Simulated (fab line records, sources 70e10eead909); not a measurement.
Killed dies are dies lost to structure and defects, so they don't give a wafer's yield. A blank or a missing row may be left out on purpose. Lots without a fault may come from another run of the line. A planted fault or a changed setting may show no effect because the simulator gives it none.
Chamber matching | flow nand_harc | NHARC_P_BONDPAD_STRIP_15 on rie_diel-09: 4 sister chambers
The step strips in O2. 4 wafers are shown with their chamber, then 8 later ones without.

WAFERS WITH THEIR CHAMBER
wafer  | chamber | drypump_motor_current_A (A)
L078.4 | 2       | 6.6
L086.5 | 3       | 4.9
L086.6 | 0       | 5.4
L090.1 | 1       | 5.6

WAFERS WITHOUT THEIR CHAMBER
wafer  | drypump_motor_current_A (A)
L090.2 | 5.4
L090.3 | 4.9
L091.1 | 4.9
L091.2 | 5.6
L091.3 | 5.5
L097.2 | 4.9
L097.5 | 5.5
L097.6 | 5.6

WHICH CHAMBER EACH WENT THROUGH
wafer  | from the rows above     | in truth
L090.2 | 0                       | 0
L090.3 | 3                       | 3
L091.1 | 3                       | 3
L091.2 | 1                       | 1
L091.3 | can't be placed: 0 or 1 | 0
L097.2 | 3                       | 3
L097.5 | can't be placed: 0 or 1 | 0
L097.6 | 1                       | 1
Placed correctly: 6 of 8. Can't be placed from these rows: 2 (the true chamber is among the candidates in 2). Placed wrongly: 0.
How it was worked out, from the rows above alone: a wafer's distance from a chamber is the root of the sum, over the readings, of the square of ((its reading less the chamber's mean) divided by the reading's scatter). The wafer belongs to the nearest chamber; if the next one is less than 2 further off, it can't be placed. A chamber's mean is the mean of its shown wafers. The scatter: with one shown wafer a chamber, the root of the mean of the squares of how far each hidden wafer lies from its nearest shown one.
